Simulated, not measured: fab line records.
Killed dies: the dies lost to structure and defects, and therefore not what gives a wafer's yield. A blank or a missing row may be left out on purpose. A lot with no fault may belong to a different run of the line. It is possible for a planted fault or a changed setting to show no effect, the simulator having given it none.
fab line records :: flow n5_finfet :: part 2 of 2: steps 21 to 30 of 30
record:
  lots: 5
  wafers: 15
  last_day: 15
route steps=1938 shown BEOL_M12@1603
lots that met no fault: taken from a fault-free run of the same line
start_h: hours from the record's opening day to when the first of the lot's shown wafers began :: wait_h: hours from the lot's prior step to this one :: " as in the row above :: L1.1+2: one row covering several wafers at once :: - either no value or no given start :: * or withheld: withheld :: < > ~ a bound
route shown NAME@n: NAME is a module with steps in the file, n the number in the route of the first one :: usual: mean/standard deviation of fault-free wafers :: same: alike in all rows :: chamber/n: place in a boat :: sites: readings site by site :: _std_site: the standard deviation of these :: _edge_site: inner sites' mean taken away from outer sites' mean :: radius_mm: for every site, how far away it sits from the centre of the wafer :: mask NAME#n: copy n :: behind: the tool/chamber that last shaped the wafer :: hold: cause of the lot's hold/its duration in hours/its outcome :: device: whichever transistor did not switch (one of n, p or np) :: end of line: tests of these same wafers at the route's end :: a step with no rows: only its recipe :: killed: at the first sort, the dies lost to defects and structure; wafer yield is something else :: map: the dies of a wafer, with x for killed, . for not killed, _ for no die there
set.NAME: setting as actually run; set.NAME@STEP: the setting as run at that earlier step :: model.NAME: the simulator's own value behind a step, which no gauge read
a table for each step, a row for each wafer; lots at some steps of the route
services: the hour from which a tool's chamber was out of use, counted from the record's first day as start_h (under 0 if before that day), plus the number of hours and why
== steps ==
step: N5_BEOL_M12_COAT_65
recipe:
  resist: SOC
  temp_c: 250
  time_s: 60
  spin_rpm: 1500
  resist_thk_nm: 300
usual:
  heater_power_total_W: 500.5/1.8
  plate_temp_C: 249.99/0.18
  spin_speed_rpm: 1500.0/0.95
lot.wafer: L076.1
tool: litho_track-05
chamber: 0
start_h: 249.68
wait_h: 0.0
heater_power_total_W: 498.7
plate_temp_C: 250.06
spin_speed_rpm: 1500.5

lot.wafer: L076.3
tool: litho_track-05
chamber: 0
start_h: 249.68
wait_h: 0.0
heater_power_total_W: 498.7
plate_temp_C: 250.11
spin_speed_rpm: 1501.5

lot.wafer: L076.5
tool: litho_track-05
chamber: 0
start_h: 249.68
wait_h: 0.0
heater_power_total_W: 500.4
plate_temp_C: 250.10
spin_speed_rpm: 1501.1

lot.wafer: L078.1
tool: litho_track-05
chamber: 0
start_h: 251.27
wait_h: 0.0
heater_power_total_W: 498.2
plate_temp_C: 249.79
spin_speed_rpm: 1500.7

lot.wafer: L078.5
tool: litho_track-05
chamber: 0
start_h: 251.27
wait_h: 0.0
heater_power_total_W: 502.5
plate_temp_C: 250.21
spin_speed_rpm: 1499.6

lot.wafer: L078.6
tool: litho_track-05
chamber: 0
start_h: 251.27
wait_h: 0.0
heater_power_total_W: 498.0
plate_temp_C: 249.96
spin_speed_rpm: 1500.3

lot.wafer: L081.1
tool: litho_track-04
chamber: 0
start_h: 267.32
wait_h: 0.0
heater_power_total_W: 503.2
plate_temp_C: 249.81
spin_speed_rpm: 1499.7

lot.wafer: L081.2
tool: litho_track-04
chamber: 0
start_h: 267.32
wait_h: 0.0
heater_power_total_W: 497.9
plate_temp_C: 249.75
spin_speed_rpm: 1499.3

lot.wafer: L081.5
tool: litho_track-04
chamber: 0
start_h: 267.32
wait_h: 0.0
heater_power_total_W: 499.2
plate_temp_C: 249.74
spin_speed_rpm: 1501.2

lot.wafer: L087.1
tool: litho_track-03
chamber: 0
start_h: 317.37
wait_h: 0.0
heater_power_total_W: 498.4
plate_temp_C: 250.16
spin_speed_rpm: 1499.3

lot.wafer: L087.3
tool: litho_track-03
chamber: 0
start_h: 317.37
wait_h: 0.0
heater_power_total_W: 499.9
plate_temp_C: 250.09
spin_speed_rpm: 1499.7

lot.wafer: L087.5
tool: litho_track-03
chamber: 0
start_h: 317.37
wait_h: 0.0
heater_power_total_W: 500.2
plate_temp_C: 250.07
spin_speed_rpm: 1500.4

lot.wafer: L088.2
tool: litho_track-04
chamber: 0
start_h: 317.44
wait_h: 0.0
heater_power_total_W: 501.9
plate_temp_C: 249.92
spin_speed_rpm: 1500.8

lot.wafer: L088.4
tool: litho_track-04
chamber: 0
start_h: 317.44
wait_h: 0.0
heater_power_total_W: 500.3
plate_temp_C: 250.03
spin_speed_rpm: 1498.4

lot.wafer: L088.6
tool: litho_track-04
chamber: 0
start_h: 317.44
wait_h: 0.0
heater_power_total_W: 498.4
plate_temp_C: 250.03
spin_speed_rpm: 1502.0
step: N5_BEOL_M12_COAT_66
recipe:
  resist: SiARC
  temp_c: 220
  time_s: 60
  spin_rpm: 1500
  resist_thk_nm: 110
usual:
  heater_power_total_W: 427.4/2.1
  plate_temp_C: 219.98/0.17
  spin_speed_rpm: 1499.8/1.1
lot.wafer: L076.1
tool: litho_track-05
chamber: 0
start_h: -
wait_h: -
heater_power_total_W: 424.0
plate_temp_C: 220.01
spin_speed_rpm: 1500.4

lot.wafer: L076.3
tool: litho_track-05
chamber: 0
start_h: -
wait_h: -
heater_power_total_W: 424.3
plate_temp_C: 219.89
spin_speed_rpm: 1498.8

lot.wafer: L076.5
tool: litho_track-05
chamber: 0
start_h: -
wait_h: -
heater_power_total_W: 425.9
plate_temp_C: 220.16
spin_speed_rpm: 1500.3

lot.wafer: L078.1
tool: litho_track-05
chamber: 0
start_h: -
wait_h: -
heater_power_total_W: 427.9
plate_temp_C: 220.27
spin_speed_rpm: 1501.6

lot.wafer: L078.5
tool: litho_track-05
chamber: 0
start_h: -
wait_h: -
heater_power_total_W: 429.8
plate_temp_C: 220.19
spin_speed_rpm: 1500.0

lot.wafer: L078.6
tool: litho_track-05
chamber: 0
start_h: -
wait_h: -
heater_power_total_W: 426.2
plate_temp_C: 220.04
spin_speed_rpm: 1498.4

lot.wafer: L081.1
tool: litho_track-04
chamber: 0
start_h: -
wait_h: -
heater_power_total_W: 427.9
plate_temp_C: 220.02
spin_speed_rpm: 1499.5

lot.wafer: L081.2
tool: litho_track-04
chamber: 0
start_h: -
wait_h: -
heater_power_total_W: 424.4
plate_temp_C: 220.15
spin_speed_rpm: 1498.6

lot.wafer: L081.5
tool: litho_track-04
chamber: 0
start_h: -
wait_h: -
heater_power_total_W: 427.2
plate_temp_C: 219.89
spin_speed_rpm: 1496.9

lot.wafer: L087.1
tool: litho_track-03
chamber: 0
start_h: -
wait_h: -
heater_power_total_W: 429.3
plate_temp_C: 220.19
spin_speed_rpm: 1498.7

lot.wafer: L087.3
tool: litho_track-03
chamber: 0
start_h: -
wait_h: -
heater_power_total_W: 429.4
plate_temp_C: 219.96
spin_speed_rpm: 1500.2

lot.wafer: L087.5
tool: litho_track-03
chamber: 0
start_h: -
wait_h: -
heater_power_total_W: 427.2
plate_temp_C: 219.96
spin_speed_rpm: 1498.8

lot.wafer: L088.2
tool: litho_track-04
chamber: 0
start_h: -
wait_h: -
heater_power_total_W: 429.0
plate_temp_C: 219.96
spin_speed_rpm: 1499.0

lot.wafer: L088.4
tool: litho_track-04
chamber: 0
start_h: -
wait_h: -
heater_power_total_W: 429.8
plate_temp_C: 220.14
spin_speed_rpm: 1499.3

lot.wafer: L088.6
tool: litho_track-04
chamber: 0
start_h: -
wait_h: -
heater_power_total_W: 424.2
plate_temp_C: 219.81
spin_speed_rpm: 1501.5
step: N5_BEOL_M12_COAT_22
recipe:
  spin_rpm: 2888
  resist_thk_nm: 300
usual:
  spin_speed_rpm: 2888.0/2
lot.wafer: L076.1
tool: litho_track-05
chamber: 0
start_h: -
wait_h: -
spin_speed_rpm: 2884.9

lot.wafer: L076.3
tool: litho_track-05
chamber: 0
start_h: -
wait_h: -
spin_speed_rpm: 2889.4

lot.wafer: L076.5
tool: litho_track-05
chamber: 0
start_h: -
wait_h: -
spin_speed_rpm: 2887.1

lot.wafer: L078.1
tool: litho_track-05
chamber: 0
start_h: -
wait_h: -
spin_speed_rpm: 2887.6

lot.wafer: L078.5
tool: litho_track-05
chamber: 0
start_h: -
wait_h: -
spin_speed_rpm: 2888.6

lot.wafer: L078.6
tool: litho_track-05
chamber: 0
start_h: -
wait_h: -
spin_speed_rpm: 2889.4

lot.wafer: L081.1
tool: litho_track-04
chamber: 0
start_h: -
wait_h: -
spin_speed_rpm: 2886.7

lot.wafer: L081.2
tool: litho_track-04
chamber: 0
start_h: -
wait_h: -
spin_speed_rpm: 2884.2

lot.wafer: L081.5
tool: litho_track-04
chamber: 0
start_h: -
wait_h: -
spin_speed_rpm: 2886.8

lot.wafer: L087.1
tool: litho_track-03
chamber: 0
start_h: -
wait_h: -
spin_speed_rpm: 2887.3

lot.wafer: L087.3
tool: litho_track-03
chamber: 0
start_h: -
wait_h: -
spin_speed_rpm: 2889.7

lot.wafer: L087.5
tool: litho_track-03
chamber: 0
start_h: -
wait_h: -
spin_speed_rpm: 2887.9

lot.wafer: L088.2
tool: litho_track-04
chamber: 0
start_h: -
wait_h: -
spin_speed_rpm: 2888.3

lot.wafer: L088.4
tool: litho_track-04
chamber: 0
start_h: -
wait_h: -
spin_speed_rpm: 2889.2

lot.wafer: L088.6
tool: litho_track-04
chamber: 0
start_h: -
wait_h: -
spin_speed_rpm: 2891.1
step: N5_BEOL_M12_EBR_24
recipe:
  solvent: PGMEA
  ebr_width_mm: 1.5
lot.wafer: L076.1+3+5
tool: litho_track-05
chamber: 0
start_h: -
wait_h: -

lot.wafer: L078.1+5+6
tool: litho_track-05
chamber: 0
start_h: -
wait_h: -

lot.wafer: L081.1+2+5
tool: litho_track-04
chamber: 0
start_h: -
wait_h: -

lot.wafer: L087.1+3+5
tool: litho_track-03
chamber: 0
start_h: -
wait_h: -

lot.wafer: L088.2+4+6
tool: litho_track-04
chamber: 0
start_h: -
wait_h: -
step: N5_BEOL_M12_SOFTBAKE_23
recipe:
  temp_c: 130
  time_s: 60
usual:
  heater_power_total_W: 218.6/1.6
  plate_temp_C: 130.02/0.14
lot.wafer: L076.1
tool: litho_track-05
chamber: 0
start_h: -
wait_h: -
heater_power_total_W: 218.0
plate_temp_C: 130.00

lot.wafer: L076.3
tool: litho_track-05
chamber: 0
start_h: -
wait_h: -
heater_power_total_W: 217.0
plate_temp_C: 130.18

lot.wafer: L076.5
tool: litho_track-05
chamber: 0
start_h: -
wait_h: -
heater_power_total_W: 216.8
plate_temp_C: 130.03

lot.wafer: L078.1
tool: litho_track-05
chamber: 0
start_h: -
wait_h: -
heater_power_total_W: 220.9
plate_temp_C: 129.86

lot.wafer: L078.5
tool: litho_track-05
chamber: 0
start_h: -
wait_h: -
heater_power_total_W: 216.9
plate_temp_C: 129.90

lot.wafer: L078.6
tool: litho_track-05
chamber: 0
start_h: -
wait_h: -
heater_power_total_W: 219.3
plate_temp_C: 129.85

lot.wafer: L081.1
tool: litho_track-04
chamber: 0
start_h: -
wait_h: -
heater_power_total_W: 217.5
plate_temp_C: 130.11

lot.wafer: L081.2
tool: litho_track-04
chamber: 0
start_h: -
wait_h: -
heater_power_total_W: 216.8
plate_temp_C: 130.03

lot.wafer: L081.5
tool: litho_track-04
chamber: 0
start_h: -
wait_h: -
heater_power_total_W: 217.0
plate_temp_C: 130.11

lot.wafer: L087.1
tool: litho_track-03
chamber: 0
start_h: -
wait_h: -
heater_power_total_W: 216.9
plate_temp_C: 129.92

lot.wafer: L087.3
tool: litho_track-03
chamber: 0
start_h: -
wait_h: -
heater_power_total_W: 218.5
plate_temp_C: 129.69

lot.wafer: L087.5
tool: litho_track-03
chamber: 0
start_h: -
wait_h: -
heater_power_total_W: 219.9
plate_temp_C: 129.99

lot.wafer: L088.2
tool: litho_track-04
chamber: 0
start_h: -
wait_h: -
heater_power_total_W: 216.4
plate_temp_C: 130.13

lot.wafer: L088.4
tool: litho_track-04
chamber: 0
start_h: -
wait_h: -
heater_power_total_W: 217.1
plate_temp_C: 130.24

lot.wafer: L088.6
tool: litho_track-04
chamber: 0
start_h: -
wait_h: -
heater_power_total_W: 217.4
plate_temp_C: 130.16
step: N5_BEOL_M12_EXPOSE_25
recipe:
  mask_id: M12
  na: 0.93
  source_shape: conventional
  sigma_outer: 0.4
  polarization: unpolarized
  dose_mj: 21.8
usual:
  reticle_temp_C: 23.00/0.1
lot.wafer: L076.1
tool: krf_scanner-02
chamber: 0
start_h: 249.80
wait_h: -
mask: M12#0
reticle_temp_C: 22.97

lot.wafer: L076.3
tool: krf_scanner-02
chamber: 0
start_h: 249.80
wait_h: -
mask: M12#0
reticle_temp_C: 22.93

lot.wafer: L076.5
tool: krf_scanner-02
chamber: 0
start_h: 249.80
wait_h: -
mask: M12#0
reticle_temp_C: 23.06

lot.wafer: L078.1
tool: krf_scanner-01
chamber: 0
start_h: 251.51
wait_h: -
mask: M12#0
reticle_temp_C: 23.22

lot.wafer: L078.5
tool: krf_scanner-01
chamber: 0
start_h: 251.51
wait_h: -
mask: M12#0
reticle_temp_C: 23.10

lot.wafer: L078.6
tool: krf_scanner-01
chamber: 0
start_h: 251.51
wait_h: -
mask: M12#0
reticle_temp_C: 23.04

lot.wafer: L081.1
tool: krf_scanner-02
chamber: 0
start_h: 267.57
wait_h: -
mask: M12#0
reticle_temp_C: 22.81

lot.wafer: L081.2
tool: krf_scanner-02
chamber: 0
start_h: 267.57
wait_h: -
mask: M12#0
reticle_temp_C: 22.79

lot.wafer: L081.5
tool: krf_scanner-02
chamber: 0
start_h: 267.57
wait_h: -
mask: M12#0
reticle_temp_C: 22.86

lot.wafer: L087.1
tool: krf_scanner-02
chamber: 0
start_h: 317.62
wait_h: -
mask: M12#0
reticle_temp_C: 23.08

lot.wafer: L087.3
tool: krf_scanner-02
chamber: 0
start_h: 317.62
wait_h: -
mask: M12#0
reticle_temp_C: 22.88

lot.wafer: L087.5
tool: krf_scanner-02
chamber: 0
start_h: 317.62
wait_h: -
mask: M12#0
reticle_temp_C: 23.01

lot.wafer: L088.2
tool: krf_scanner-01
chamber: 0
start_h: 317.78
wait_h: -
mask: M12#0
reticle_temp_C: 23.09

lot.wafer: L088.4
tool: krf_scanner-01
chamber: 0
start_h: 317.78
wait_h: -
mask: M12#0
reticle_temp_C: 23.05

lot.wafer: L088.6
tool: krf_scanner-01
chamber: 0
start_h: 317.78
wait_h: -
mask: M12#0
reticle_temp_C: 23.12
step: N5_BEOL_M12_PEB_26
recipe:
  peb_temp_c: 130
  peb_time_s: 90
usual:
  heater_power_total_W: 172.4/0.75
  plate_temp_C: 130.00/0.12
lot.wafer: L076.1
tool: litho_track-03
chamber: 0
start_h: 249.86
wait_h: 0.1
heater_power_total_W: 172.4
plate_temp_C: 129.88

lot.wafer: L076.3
tool: litho_track-03
chamber: 0
start_h: 249.86
wait_h: 0.1
heater_power_total_W: 172.3
plate_temp_C: 129.92

lot.wafer: L076.5
tool: litho_track-03
chamber: 0
start_h: 249.86
wait_h: 0.1
heater_power_total_W: 173.4
plate_temp_C: 129.77

lot.wafer: L078.1
tool: litho_track-05
chamber: 0
start_h: 251.57
wait_h: 0.1
heater_power_total_W: 172.8
plate_temp_C: 130.19

lot.wafer: L078.5
tool: litho_track-05
chamber: 0
start_h: 251.57
wait_h: 0.1
heater_power_total_W: 173.5
plate_temp_C: 130.01

lot.wafer: L078.6
tool: litho_track-05
chamber: 0
start_h: 251.57
wait_h: 0.1
heater_power_total_W: 171.3
plate_temp_C: 129.96

lot.wafer: L081.1
tool: litho_track-05
chamber: 0
start_h: 267.62
wait_h: 0.1
heater_power_total_W: 173.7
plate_temp_C: 130.05

lot.wafer: L081.2
tool: litho_track-05
chamber: 0
start_h: 267.62
wait_h: 0.1
heater_power_total_W: 172.3
plate_temp_C: 130.00

lot.wafer: L081.5
tool: litho_track-05
chamber: 0
start_h: 267.62
wait_h: 0.1
heater_power_total_W: 171.3
plate_temp_C: 130.19

lot.wafer: L087.1
tool: litho_track-04
chamber: 0
start_h: 317.67
wait_h: 0.1
heater_power_total_W: 173.1
plate_temp_C: 129.89

lot.wafer: L087.3
tool: litho_track-04
chamber: 0
start_h: 317.67
wait_h: 0.1
heater_power_total_W: 172.5
plate_temp_C: 130.03

lot.wafer: L087.5
tool: litho_track-04
chamber: 0
start_h: 317.67
wait_h: 0.1
heater_power_total_W: 171.0
plate_temp_C: 130.13

lot.wafer: L088.2
tool: litho_track-05
chamber: 0
start_h: 317.83
wait_h: 0.0
heater_power_total_W: 172.0
plate_temp_C: 130.06

lot.wafer: L088.4
tool: litho_track-05
chamber: 0
start_h: 317.83
wait_h: 0.0
heater_power_total_W: 173.2
plate_temp_C: 130.04

lot.wafer: L088.6
tool: litho_track-05
chamber: 0
start_h: 317.83
wait_h: 0.0
heater_power_total_W: 171.3
plate_temp_C: 129.96
step: N5_BEOL_M12_DEVELOP_27
recipe:
  develop_time_s: 45
  rinse_liquid: diw
  dry: air_spin
  dev_temp_c: 21
usual:
  developer_temp_C: 21.00/0.1
lot.wafer: L076.1
tool: litho_track-03
chamber: 0
start_h: -
wait_h: -
developer_temp_C: 20.81

lot.wafer: L076.3
tool: litho_track-03
chamber: 0
start_h: -
wait_h: -
developer_temp_C: 21.04

lot.wafer: L076.5
tool: litho_track-03
chamber: 0
start_h: -
wait_h: -
developer_temp_C: 20.85

lot.wafer: L078.1
tool: litho_track-05
chamber: 0
start_h: -
wait_h: -
developer_temp_C: 20.87

lot.wafer: L078.5
tool: litho_track-05
chamber: 0
start_h: -
wait_h: -
developer_temp_C: 20.82

lot.wafer: L078.6
tool: litho_track-05
chamber: 0
start_h: -
wait_h: -
developer_temp_C: 20.96

lot.wafer: L081.1
tool: litho_track-05
chamber: 0
start_h: -
wait_h: -
developer_temp_C: 21.00

lot.wafer: L081.2
tool: litho_track-05
chamber: 0
start_h: -
wait_h: -
developer_temp_C: 20.94

lot.wafer: L081.5
tool: litho_track-05
chamber: 0
start_h: -
wait_h: -
developer_temp_C: 20.96

lot.wafer: L087.1
tool: litho_track-04
chamber: 0
start_h: -
wait_h: -
developer_temp_C: 21.05

lot.wafer: L087.3
tool: litho_track-04
chamber: 0
start_h: -
wait_h: -
developer_temp_C: 21.01

lot.wafer: L087.5
tool: litho_track-04
chamber: 0
start_h: -
wait_h: -
developer_temp_C: 20.94

lot.wafer: L088.2
tool: litho_track-05
chamber: 0
start_h: -
wait_h: -
developer_temp_C: 21.08

lot.wafer: L088.4
tool: litho_track-05
chamber: 0
start_h: -
wait_h: -
developer_temp_C: 21.13

lot.wafer: L088.6
tool: litho_track-05
chamber: 0
start_h: -
wait_h: -
developer_temp_C: 21.02
step: N5_BEOL_M12_HARDBAKE_32
recipe:
  temp_c: 130
  time_s: 120
usual:
  heater_power_total_W: 148.0/0.93
  plate_temp_C: 129.99/0.12
lot.wafer: L076.1
tool: litho_track-03
chamber: 0
start_h: -
wait_h: -
heater_power_total_W: 147.8
plate_temp_C: 129.96

lot.wafer: L076.3
tool: litho_track-03
chamber: 0
start_h: -
wait_h: -
heater_power_total_W: 149.1
plate_temp_C: 129.87

lot.wafer: L076.5
tool: litho_track-03
chamber: 0
start_h: -
wait_h: -
heater_power_total_W: 147.9
plate_temp_C: 130.10

lot.wafer: L078.1
tool: litho_track-05
chamber: 0
start_h: -
wait_h: -
heater_power_total_W: 148.8
plate_temp_C: 129.81

lot.wafer: L078.5
tool: litho_track-05
chamber: 0
start_h: -
wait_h: -
heater_power_total_W: 148.9
plate_temp_C: 129.82

lot.wafer: L078.6
tool: litho_track-05
chamber: 0
start_h: -
wait_h: -
heater_power_total_W: 149.0
plate_temp_C: 129.89

lot.wafer: L081.1
tool: litho_track-05
chamber: 0
start_h: -
wait_h: -
heater_power_total_W: 149.1
plate_temp_C: 130.07

lot.wafer: L081.2
tool: litho_track-05
chamber: 0
start_h: -
wait_h: -
heater_power_total_W: 148.4
plate_temp_C: 129.94

lot.wafer: L081.5
tool: litho_track-05
chamber: 0
start_h: -
wait_h: -
heater_power_total_W: 149.1
plate_temp_C: 129.97

lot.wafer: L087.1
tool: litho_track-04
chamber: 0
start_h: -
wait_h: -
heater_power_total_W: 149.3
plate_temp_C: 130.02

lot.wafer: L087.3
tool: litho_track-04
chamber: 0
start_h: -
wait_h: -
heater_power_total_W: 147.1
plate_temp_C: 129.93

lot.wafer: L087.5
tool: litho_track-04
chamber: 0
start_h: -
wait_h: -
heater_power_total_W: 148.7
plate_temp_C: 129.88

lot.wafer: L088.2
tool: litho_track-05
chamber: 0
start_h: -
wait_h: -
heater_power_total_W: 146.2
plate_temp_C: 129.96

lot.wafer: L088.4
tool: litho_track-05
chamber: 0
start_h: -
wait_h: -
heater_power_total_W: 147.1
plate_temp_C: 129.99

lot.wafer: L088.6
tool: litho_track-05
chamber: 0
start_h: -
wait_h: -
heater_power_total_W: 148.6
plate_temp_C: 129.94
step: N5_BEOL_M12_CD_MEAS_28
recipe:
  target_cd_nm: 160.2
  landing_energy_ev: 500
  detector: se_inlens
  polarity: opening
usual:
  cd_nm: 159.3/1
lot.wafer: L076.1
tool: cd_sem-01
chamber: 0
start_h: 249.97
wait_h: -
cd_nm: 159.4

lot.wafer: L076.3
tool: cd_sem-01
chamber: 0
start_h: 249.97
wait_h: -
cd_nm: 159.4

lot.wafer: L076.5
tool: cd_sem-01
chamber: 0
start_h: 249.97
wait_h: -
cd_nm: 158.3

lot.wafer: L078.1
tool: cd_sem-01
chamber: 0
start_h: 251.69
wait_h: -
cd_nm: 161.5

lot.wafer: L078.5
tool: cd_sem-01
chamber: 0
start_h: 251.69
wait_h: -
cd_nm: 160.7

lot.wafer: L078.6
tool: cd_sem-01
chamber: 0
start_h: 251.69
wait_h: -
cd_nm: 161.0

lot.wafer: L081.1
tool: cd_sem-01
chamber: 0
start_h: 267.74
wait_h: -
cd_nm: 159.5

lot.wafer: L081.2
tool: cd_sem-01
chamber: 0
start_h: 267.74
wait_h: -
cd_nm: 160.4

lot.wafer: L081.5
tool: cd_sem-01
chamber: 0
start_h: 267.74
wait_h: -
cd_nm: 160.9

lot.wafer: L087.1
tool: cd_sem-01
chamber: 0
start_h: 317.79
wait_h: -
cd_nm: 160.3

lot.wafer: L087.3
tool: cd_sem-01
chamber: 0
start_h: 317.79
wait_h: -
cd_nm: 158.0

lot.wafer: L087.5
tool: cd_sem-01
chamber: 0
start_h: 317.79
wait_h: -
cd_nm: 160.5

lot.wafer: L088.2
tool: cd_sem-02
chamber: 0
start_h: 317.95
wait_h: -
cd_nm: 160.9

lot.wafer: L088.4
tool: cd_sem-02
chamber: 0
start_h: 317.95
wait_h: -
cd_nm: 161.6

lot.wafer: L088.6
tool: cd_sem-02
chamber: 0
start_h: 317.95
wait_h: -
cd_nm: 160.8
== services ==
tool: krf_scanner-02
chamber: -
start_h: 227.20
hours: 4.4
kind: pm

tool: krf_scanner-01
chamber: -
start_h: 227.92
hours: 1.3
kind: repair

tool: krf_scanner-01
chamber: -
start_h: 231.62
hours: 1.3
kind: pm

tool: wet_bench-03
chamber: -
start_h: 239.61
hours: 3.1
kind: repair

tool: krf_scanner-01
chamber: -
start_h: 257.76
hours: 1.0
kind: pm

tool: plasma_asher-02
chamber: -
start_h: 258.81
hours: 2.3
kind: repair

tool: krf_scanner-02
chamber: -
start_h: 295.81
hours: 0.8
kind: pm

tool: krf_scanner-02
chamber: -
start_h: 297.18
hours: 3.6
kind: pm

tool: rie_diel-05
chamber: 3
start_h: 297.86
hours: -
kind: clean

tool: rie_diel-05
chamber: 3
start_h: 297.86
hours: -
kind: consumable_replace:focus_ring

tool: rie_diel-05
chamber: 3
start_h: 297.86
hours: 17.7
kind: scheduled_down

tool: rie_diel-05
chamber: 3
start_h: 297.86
hours: 17.7
kind: vent_cycle

tool: rie_diel-04
chamber: 1
start_h: 301.83
hours: 9.3
kind: repair

tool: krf_scanner-02
chamber: -
start_h: 303.18
hours: 1.0
kind: pm

tool: krf_scanner-02
chamber: -
start_h: 309.57
hours: 1.3
kind: pm

tool: rie_diel-05
chamber: 0
start_h: 311.43
hours: 10.0
kind: repair

tool: rie_diel-05
chamber: 1
start_h: 312.06
hours: 1.9
kind: repair

tool: krf_scanner-02
chamber: 0
start_h: 313.83
hours: -
kind: calibration

tool: wet_bench-06
chamber: -
start_h: 315.67
hours: 0.8
kind: repair
